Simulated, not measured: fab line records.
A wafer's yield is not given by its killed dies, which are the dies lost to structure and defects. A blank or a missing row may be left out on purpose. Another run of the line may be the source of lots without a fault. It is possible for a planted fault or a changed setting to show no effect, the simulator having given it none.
Which tool was responsible? || flow n5 finfet || 10 lots with 30 wafers sampled at 5 steps, on a route of 1938 steps

== WHAT THE GAUGES SHOWED, per wafer ==
N5_BEOL_M3_THK_MEAS_53: measures by xrf.
{"lot": "L720", "measured": "day 7 11:32", "on": "film metro-01", "M3_THK (nm)": "39.9 41.0 40.4"}
{"lot": "L723", "measured": "day 8 12:42", "on": "film metro-01", "M3_THK (nm)": "37.5 38.5 40.3"}
{"lot": "L725", "measured": "day 8 12:23", "on": "film metro-02", "M3_THK (nm)": "38.0 37.2 42.1"}
{"lot": "L724", "measured": "day 8 19:59", "on": "film metro-01", "M3_THK (nm)": "38.7 40.8 41.9"}
{"lot": "L726", "measured": "day 8 23:50", "on": "film metro-01", "M3_THK (nm)": "39.7 38.7 40.4"}
{"lot": "L732", "measured": "day 10 17:59", "on": "film metro-02", "M3_THK (nm)": "37.9 37.4 38.1"}
{"lot": "L736", "measured": "day 11 13:00", "on": "film metro-01", "M3_THK (nm)": "39.1 40.7 41.1"}
{"lot": "L738", "measured": "day 12 05:01", "on": "film metro-01", "M3_THK (nm)": "38.9 38.4 40.1"}
{"lot": "L740", "measured": "day 12 10:42", "on": "film metro-01", "M3_THK (nm)": "37.0 38.4 36.8"}
{"lot": "L741", "measured": "day 13 04:58", "on": "film metro-02", "M3_THK (nm)": "38.1 38.9 39.1"}

N5_BEOL_M4_RC_MEAS_101.
{"lot": "L720", "measured": "day 8 02:14", "on": "prober-02", "DIBL_N (mV/V)": "34.6 38.2 37.1", "DIBL_P (mV/V)": "35.1 38.6 37.4", "IOFF_N (nA/um)": "0.131 0.191 0.174", "IOFF_P (nA/um)": "0.195 0.252 0.229", "ION_N (uA/um)": "667 680 672", "ION_P (uA/um)": "460 464 459", "SS_N (mV/dec)": "71.7 72.2 71.7", "SS_P (mV/dec)": "73.3 74.6 74.0", "VT_N (mV)": "250.4 245.9 247.3", "VT_P (mV)": "-252.1 -250.6 -249.8"}
{"lot": "L723", "measured": "day 9 02:19", "on": "prober-02", "DIBL_N (mV/V)": "36.2 37.7 35.9", "DIBL_P (mV/V)": "35.5 36.6 35.5", "IOFF_N (nA/um)": "0.143 0.163 0.145", "IOFF_P (nA/um)": "0.188 0.202 0.190", "ION_N (uA/um)": "669 666 674", "ION_P (uA/um)": "458 456 462", "SS_N (mV/dec)": "71.7 72.1 71.3", "SS_P (mV/dec)": "72.4 73.5 72.6", "VT_N (mV)": "251.5 251.0 250.1", "VT_P (mV)": "-255.1 -252.9 -252.0"}
{"lot": "L725", "measured": "day 8 23:53", "on": "prober-01", "DIBL_N (mV/V)": "32.8 35.5 35.6", "DIBL_P (mV/V)": "34.9 37.1 37.1", "IOFF_N (nA/um)": "0.126 0.165 0.161", "IOFF_P (nA/um)": "0.168 0.200 0.208", "ION_N (uA/um)": "663 671 668", "ION_P (uA/um)": "453 456 459", "SS_N (mV/dec)": "71.3 71.5 72.1", "SS_P (mV/dec)": "73.3 73.6 73.6", "VT_N (mV)": "254.2 250.1 251.3", "VT_P (mV)": "-257.0 -254.1 -250.2"}
{"lot": "L724", "measured": "day 9 06:42", "on": "prober-01", "DIBL_N (mV/V)": "36.1 36.0 35.6", "DIBL_P (mV/V)": "36.3 36.4 36.0", "IOFF_N (nA/um)": "0.168 0.163 0.172", "IOFF_P (nA/um)": "0.217 0.207 0.213", "ION_N (uA/um)": "675 676 673", "ION_P (uA/um)": "460 458 457", "SS_N (mV/dec)": "72.0 71.1 71.3", "SS_P (mV/dec)": "73.0 73.4 73.2", "VT_N (mV)": "247.6 250.3 248.9", "VT_P (mV)": "-250.3 -251.0 -250.2"}
{"lot": "L726", "measured": "day 9 10:04", "on": "prober-01", "DIBL_N (mV/V)": "34.1 35.3 36.0", "DIBL_P (mV/V)": "35.0 36.8 37.7", "IOFF_N (nA/um)": "0.128 0.150 0.161", "IOFF_P (nA/um)": "0.162 0.179 0.186", "ION_N (uA/um)": "660 674 676", "ION_P (uA/um)": "452 457 460", "SS_N (mV/dec)": "71.6 71.1 72.0", "SS_P (mV/dec)": "72.4 73.4 73.6", "VT_N (mV)": "252.3 249.7 251.4", "VT_P (mV)": "-254.1 -254.3 -253.0"}
{"lot": "L732", "measured": "day 11 05:29", "on": "prober-02", "DIBL_N (mV/V)": "36.2 35.2 37.1", "DIBL_P (mV/V)": "34.6 33.5 35.2", "IOFF_N (nA/um)": "0.138 0.123 0.146", "IOFF_P (nA/um)": "0.180 0.166 0.188", "ION_N (uA/um)": "671 666 672", "ION_P (uA/um)": "461 453 462", "SS_N (mV/dec)": "70.9 70.5 71.4", "SS_P (mV/dec)": "72.2 72.1 72.7", "VT_N (mV)": "249.2 253.1 251.4", "VT_P (mV)": "-253.5 -256.0 -252.9"}
{"lot": "L736", "measured": "day 12 05:29", "on": "prober-01", "DIBL_N (mV/V)": "38.6 39.0 37.4", "DIBL_P (mV/V)": "36.4 37.3 35.3", "IOFF_N (nA/um)": "0.165 0.177 0.144", "IOFF_P (nA/um)": "0.210 0.217 0.196", "ION_N (uA/um)": "677 675 675", "ION_P (uA/um)": "464 457 458", "SS_N (mV/dec)": "71.7 71.8 71.4", "SS_P (mV/dec)": "73.7 74.6 73.4", "VT_N (mV)": "249.1 250.3 247.9", "VT_P (mV)": "-251.6 -251.7 -251.1"}
{"lot": "L738", "measured": "day 12 15:20", "on": "prober-02", "DIBL_N (mV/V)": "34.5 34.9 34.1", "DIBL_P (mV/V)": "34.7 35.5 34.6", "IOFF_N (nA/um)": "0.131 0.134 0.125", "IOFF_P (nA/um)": "0.146 0.149 0.140", "ION_N (uA/um)": "660 680 658", "ION_P (uA/um)": "448 456 445", "SS_N (mV/dec)": "71.4 71.4 71.2", "SS_P (mV/dec)": "72.9 73.7 72.8", "VT_N (mV)": "254.0 254.3 251.2", "VT_P (mV)": "-258.7 -256.1 -257.9"}
{"lot": "L740", "measured": "day 12 22:28", "on": "prober-02", "DIBL_N (mV/V)": "39.1 38.5 37.6", "DIBL_P (mV/V)": "39.8 39.4 38.0", "IOFF_N (nA/um)": "0.211 0.195 0.187", "IOFF_P (nA/um)": "0.260 0.250 0.231", "ION_N (uA/um)": "682 685 686", "ION_P (uA/um)": "462 464 469", "SS_N (mV/dec)": "72.3 72.4 71.8", "SS_P (mV/dec)": "74.4 73.7 73.0", "VT_N (mV)": "243.3 248.6 243.6", "VT_P (mV)": "-250.6 -249.5 -249.3"}
{"lot": "L741", "measured": "day 13 16:23", "on": "prober-01", "DIBL_N (mV/V)": "35.4 36.3 37.0", "DIBL_P (mV/V)": "36.7 38.7 39.4", "IOFF_N (nA/um)": "0.188 0.205 0.231", "IOFF_P (nA/um)": "0.220 0.250 0.267", "ION_N (uA/um)": "688 680 676", "ION_P (uA/um)": "469 465 462", "SS_N (mV/dec)": "71.3 71.7 72.3", "SS_P (mV/dec)": "73.3 73.7 74.4", "VT_N (mV)": "243.8 244.3 243.5", "VT_P (mV)": "-248.9 -249.2 -249.4"}

== TOOL THAT RAN EACH LOT (tool first, then ch and the chambers of the sampled wafers, then the start) ==
{"lot": "L720", "N5_BEOL_M3_SPUTTER_92": "pvd sputter-02, day 7 10:11", "N5_BEOL_M3_PRE_CLEAN_60": "cvd co-01 ch 0,1,2, day 7 11:38", "N5_BEOL_M4_PECVD_72": "pecvd-04 ch 0,2, day 7 12:04"}
{"lot": "L723", "N5_BEOL_M3_SPUTTER_92": "pvd sputter-02, day 8 08:51", "N5_BEOL_M3_PRE_CLEAN_60": "cvd co-02 ch 1,2, day 8 12:44", "N5_BEOL_M4_PECVD_72": "pecvd-04 ch 0,1, day 8 13:08"}
{"lot": "L725", "N5_BEOL_M3_SPUTTER_92": "pvd sputter-03, day 8 11:10", "N5_BEOL_M3_PRE_CLEAN_60": "cvd co-01 ch 1,2, day 8 12:26", "N5_BEOL_M4_PECVD_72": "pecvd-02 ch 0,1,2, day 8 12:49"}
{"lot": "L724", "N5_BEOL_M3_SPUTTER_92": "pvd sputter-03, day 8 18:45", "N5_BEOL_M3_PRE_CLEAN_60": "cvd co-01 ch 0,1,2, day 8 20:01", "N5_BEOL_M4_PECVD_72": "pecvd-04 ch 0,1,2, day 8 20:25"}
{"lot": "L726", "N5_BEOL_M3_SPUTTER_92": "pvd sputter-01, day 8 22:37", "N5_BEOL_M3_PRE_CLEAN_60": "cvd co-02 ch 0,1, day 8 23:53", "N5_BEOL_M4_PECVD_72": "pecvd-04 ch 1,2, day 9 00:16"}
{"lot": "L732", "N5_BEOL_M3_SPUTTER_92": "pvd sputter-01, day 10 16:45", "N5_BEOL_M3_PRE_CLEAN_60": "cvd co-02 ch 0,1,2, day 10 18:01", "N5_BEOL_M4_PECVD_72": "pecvd-02 ch 0,1,2, day 10 18:25"}
{"lot": "L736", "N5_BEOL_M3_SPUTTER_92": "pvd sputter-02, day 11 11:46", "N5_BEOL_M3_PRE_CLEAN_60": "cvd co-02 ch 0,1,2, day 11 13:02", "N5_BEOL_M4_PECVD_72": "pecvd-02 ch 1,2, day 11 13:26"}
{"lot": "L738", "N5_BEOL_M3_SPUTTER_92": "pvd sputter-02, day 12 03:17", "N5_BEOL_M3_PRE_CLEAN_60": "cvd co-01 ch 0,2, day 12 05:03", "N5_BEOL_M4_PECVD_72": "pecvd-02 ch 0,1,2, day 12 05:27"}
{"lot": "L740", "N5_BEOL_M3_SPUTTER_92": "pvd sputter-01, day 12 09:28", "N5_BEOL_M3_PRE_CLEAN_60": "cvd co-02 ch 0,1,2, day 12 10:44", "N5_BEOL_M4_PECVD_72": "pecvd-02 ch 0,1, day 12 11:08"}
{"lot": "L741", "N5_BEOL_M3_SPUTTER_92": "pvd sputter-02, day 13 03:44", "N5_BEOL_M3_PRE_CLEAN_60": "cvd co-02 ch 0,1,2, day 13 05:01", "N5_BEOL_M4_PECVD_72": "pecvd-04 ch 0,2, day 13 05:24"}
- N5_BEOL_M3_SPUTTER_92: material Cu, target thk 4.5 nm, time 8.29 s.
- N5_BEOL_M3_PRE_CLEAN_60: time 15 s.
- N5_BEOL_M4_PECVD_72: deposits SiO2 from TEOS/O2, target thk 16 nm, time 18 s.

== AS READ BY THE TOOLS THEMSELVES (means over the sampled wafers that have a number; for cases with no such wafer, the mark the record gives instead) ==
N5_BEOL_M3_SPUTTER_92.
{"lot": "L720", "tool": "pvd sputter-02", "substrate temp c (C)": -19.91, "throttle valve pct (%)": 29.2}
{"lot": "L723", "tool": "pvd sputter-02", "substrate temp c (C)": -20.05, "throttle valve pct (%)": 29.3}
{"lot": "L725", "tool": "pvd sputter-03", "substrate temp c (C)": -19.96, "throttle valve pct (%)": 30.4}
{"lot": "L724", "tool": "pvd sputter-03", "substrate temp c (C)": -20.06, "throttle valve pct (%)": 30.1}
{"lot": "L726", "tool": "pvd sputter-01", "substrate temp c (C)": -20.02, "throttle valve pct (%)": 29.9}
{"lot": "L732", "tool": "pvd sputter-01", "substrate temp c (C)": -20.02, "throttle valve pct (%)": 30.7}
{"lot": "L736", "tool": "pvd sputter-02", "substrate temp c (C)": -20.04, "throttle valve pct (%)": 29.0}
{"lot": "L738", "tool": "pvd sputter-02", "substrate temp c (C)": -19.88, "throttle valve pct (%)": 29.1}
{"lot": "L740", "tool": "pvd sputter-01", "substrate temp c (C)": -19.90, "throttle valve pct (%)": 29.8}
{"lot": "L741", "tool": "pvd sputter-02", "substrate temp c (C)": -19.90, "throttle valve pct (%)": 29.1}

N5_BEOL_M3_PRE_CLEAN_60.
{"lot": "L720", "tool": "cvd co-01", "heater power w (W)": 93, "rf fwd power W (W)": 297.5}
{"lot": "L723", "tool": "cvd co-02", "heater power w (W)": 100, "rf fwd power W (W)": 297.6}
{"lot": "L725", "tool": "cvd co-01", "heater power w (W)": 83, "rf fwd power W (W)": 298.0}
{"lot": "L724", "tool": "cvd co-01", "heater power w (W)": 94, "rf fwd power W (W)": 297.3}
{"lot": "L726", "tool": "cvd co-02", "heater power w (W)": 74, "rf fwd power W (W)": 297.4}
{"lot": "L732", "tool": "cvd co-02", "heater power w (W)": 88, "rf fwd power W (W)": 297.1}
{"lot": "L736", "tool": "cvd co-02", "heater power w (W)": 88, "rf fwd power W (W)": 297.6}
{"lot": "L738", "tool": "cvd co-01", "heater power w (W)": 101, "rf fwd power W (W)": 298.2}
{"lot": "L740", "tool": "cvd co-02", "heater power w (W)": 89, "rf fwd power W (W)": 297.6}
{"lot": "L741", "tool": "cvd co-02", "heater power w (W)": 88, "rf fwd power W (W)": 297.6}

N5_BEOL_M4_PECVD_72.
{"lot": "L720", "tool": "pecvd-04", "chamber pressure Torr (Torr)": 5.515, "heater power outer w (W)": 548, "heater power w (W)": 874, "rf fwd power W (W)": 442.6, "showerhead plenum p Torr (Torr)": 8.82, "throttle valve pct (%)": 20.9}
{"lot": "L723", "tool": "pecvd-04", "chamber pressure Torr (Torr)": "-", "heater power outer w (W)": "-", "heater power w (W)": "-", "rf fwd power W (W)": "-", "showerhead plenum p Torr (Torr)": "-", "throttle valve pct (%)": "-"}
{"lot": "L725", "tool": "pecvd-02", "chamber pressure Torr (Torr)": "-", "heater power outer w (W)": "-", "heater power w (W)": "-", "rf fwd power W (W)": "-", "showerhead plenum p Torr (Torr)": "-", "throttle valve pct (%)": "-"}
{"lot": "L724", "tool": "pecvd-04", "chamber pressure Torr (Torr)": "-", "heater power outer w (W)": "-", "heater power w (W)": "-", "rf fwd power W (W)": "-", "showerhead plenum p Torr (Torr)": "-", "throttle valve pct (%)": "-"}
{"lot": "L726", "tool": "pecvd-04", "chamber pressure Torr (Torr)": 5.496, "heater power outer w (W)": 510, "heater power w (W)": 934, "rf fwd power W (W)": 441.7, "showerhead plenum p Torr (Torr)": 8.74, "throttle valve pct (%)": 21.8}
{"lot": "L732", "tool": "pecvd-02", "chamber pressure Torr (Torr)": 5.499, "heater power outer w (W)": 391, "heater power w (W)": 666, "rf fwd power W (W)": 444.2, "showerhead plenum p Torr (Torr)": 8.77, "throttle valve pct (%)": 21.6}
{"lot": "L736", "tool": "pecvd-02", "chamber pressure Torr (Torr)": 5.513, "heater power outer w (W)": 412, "heater power w (W)": 652, "rf fwd power W (W)": 445.6, "showerhead plenum p Torr (Torr)": 8.78, "throttle valve pct (%)": 21.2}
{"lot": "L738", "tool": "pecvd-02", "chamber pressure Torr (Torr)": 5.486, "heater power outer w (W)": 442, "heater power w (W)": 731, "rf fwd power W (W)": 444.7, "showerhead plenum p Torr (Torr)": 8.79, "throttle valve pct (%)": 21.8}
{"lot": "L740", "tool": "pecvd-02", "chamber pressure Torr (Torr)": 5.505, "heater power outer w (W)": 485, "heater power w (W)": 817, "rf fwd power W (W)": 445.2, "showerhead plenum p Torr (Torr)": 8.78, "throttle valve pct (%)": 22.3}
{"lot": "L741", "tool": "pecvd-04", "chamber pressure Torr (Torr)": 5.498, "heater power outer w (W)": 490, "heater power w (W)": 807, "rf fwd power W (W)": 443.5, "showerhead plenum p Torr (Torr)": 8.82, "throttle valve pct (%)": 20.6}

== THE ANSWER, worked out from the rows above alone ==
Rule: the usual values come from the lots themselves. Put in order of their means at a reading, lots are off if they are a third of the lots or fewer, leave a main group of 4 or more, and stand apart from it by a gap of 3 or more times the standard deviation of the main group's means; of several such gaps the widest counts. Not used: any main group whose means are identical at the precision the tables above print for the reading. A lot without any number at a reading at which 4 lots or more have one is off too. The other lots that the step has rows for count as sound. Order of review: gauges by route order, followed by the tools' own readings, for which a lot's mean as printed above is used. The first step at which some lot is off is used, and at that step the reading that is off furthest; a lot without a number counts as furthest.
Off at N5_BEOL_M4_PECVD_72 (chamber pressure Torr): L723, L725, L724. Without a number there: L723, L725, L724. The main group: mean 5.502 Torr, standard deviation 0.0094.
If a tool, at that step or one of the process steps before it, ran each lot that is off and ran no sound lot following the first of them, it fits. None of those tried fits.

== WHAT THE SIMULATOR HAD PUT IN ==
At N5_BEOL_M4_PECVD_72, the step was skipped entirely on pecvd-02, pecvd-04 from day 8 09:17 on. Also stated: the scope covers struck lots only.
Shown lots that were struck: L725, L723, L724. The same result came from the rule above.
